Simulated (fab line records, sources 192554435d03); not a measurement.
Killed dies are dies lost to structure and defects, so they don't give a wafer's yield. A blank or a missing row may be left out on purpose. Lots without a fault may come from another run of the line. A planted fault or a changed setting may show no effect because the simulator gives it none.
Chamber matching | flow n5_finfet | N5_BEOL_M10_DESCUM_33 on rie_diel-03: 4 sister chambers
The step chemistry O2, time 7.9 s. 18 wafers are shown with their chamber, then 9 later ones without.

WAFERS WITH THEIR CHAMBER
wafer  | chamber | showerhead_plenum_p_Torr (Torr) | drypump_motor_current_A (A) | oes_product_au (a.u.)
L077.1 | 2       | 2.09                            | 6.2                         | 0.70
L077.2 | 1       | 2.12                            | 5.7                         | 0.77
L077.4 | 3       | 2.10                            | 5.1                         | 0.72
L078.1 | 2       | 2.09                            | 6.3                         | 0.70
L078.2 | 1       | 2.12                            | 5.8                         | 0.77
L078.4 | 0       | 2.15                            | 5.2                         | 0.92
L079.1 | 2       | 2.09                            | 6.3                         | 0.71
L079.4 | 0       | 2.15                            | 5.3                         | 0.90
L079.6 | 0       | 2.15                            | 5.3                         | 0.91
L080.2 | 3       | 2.09                            | 5.2                         | 0.72
L080.3 | 0       | 2.15                            | 5.3                         | 0.90
L080.4 | 1       | 2.12                            | 5.8                         | 0.76
L085.1 | 3       | 2.09                            | 5.1                         | 0.69
L085.2 | 0       | 2.14                            | 5.3                         | 0.87
L085.3 | 1       | 2.12                            | 5.8                         | 0.74
L085.4 | 2       | 2.09                            | 6.3                         | 0.68
L085.5 | 1       | 2.12                            | 5.8                         | 0.74
L085.6 | 2       | 2.09                            | 6.2                         | 0.68

SIGNATURES (means of the wafers above)
reading                  | chamber 0 | chamber 1 | chamber 2 | chamber 3 | scatter within a chamber
showerhead_plenum_p_Torr | 2.1480    | 2.1200    | 2.0900    | 2.0933    | 0.00324
drypump_motor_current_A  | 5.280     | 5.780     | 6.260     | 5.133     | 0.0498
oes_product_au           | 0.9000    | 0.7560    | 0.6940    | 0.7100    | 0.0161
Rule: a wafer's distance from a chamber is the root of the sum, over the readings, of the square of ((its reading less the chamber's mean) divided by the reading's scatter). The wafer belongs to the nearest chamber; if the next one is less than 2 further off, it can't be placed. The scatter: the root of (the sum of the squares of (reading less its chamber's mean) over the shown wafers, divided by (wafers less chambers)).

WAFERS WITHOUT THEIR CHAMBER
wafer  | showerhead_plenum_p_Torr (Torr) | drypump_motor_current_A (A) | oes_product_au (a.u.)
L094.4 | 2.08                            | 6.3                         | 0.98
L094.5 | 2.13                            | 5.3                         | 0.84
L094.6 | 2.08                            | 5.1                         | 0.68
L097.1 | 2.11                            | 5.8                         | 0.72
L097.2 | 2.08                            | 5.1                         | 0.68
L097.3 | 2.08                            | 6.2                         | 0.95
L097.4 | 2.13                            | 5.3                         | 0.83
L097.5 | 2.08                            | 5.1                         | 0.68
L097.6 | 2.08                            | 6.3                         | 0.95

WHICH CHAMBER EACH WENT THROUGH
wafer  | from the rows above | in truth
L094.4 | 2                   | 2
L094.5 | 0                   | 0
L094.6 | 3                   | 3
L097.1 | 1                   | 1
L097.2 | 3                   | 3
L097.3 | 2                   | 2
L097.4 | 0                   | 0
L097.5 | 3                   | 3
L097.6 | 2                   | 2
Placed correctly: 9 of 9. Can't be placed from these rows: 0. Placed wrongly: 0.
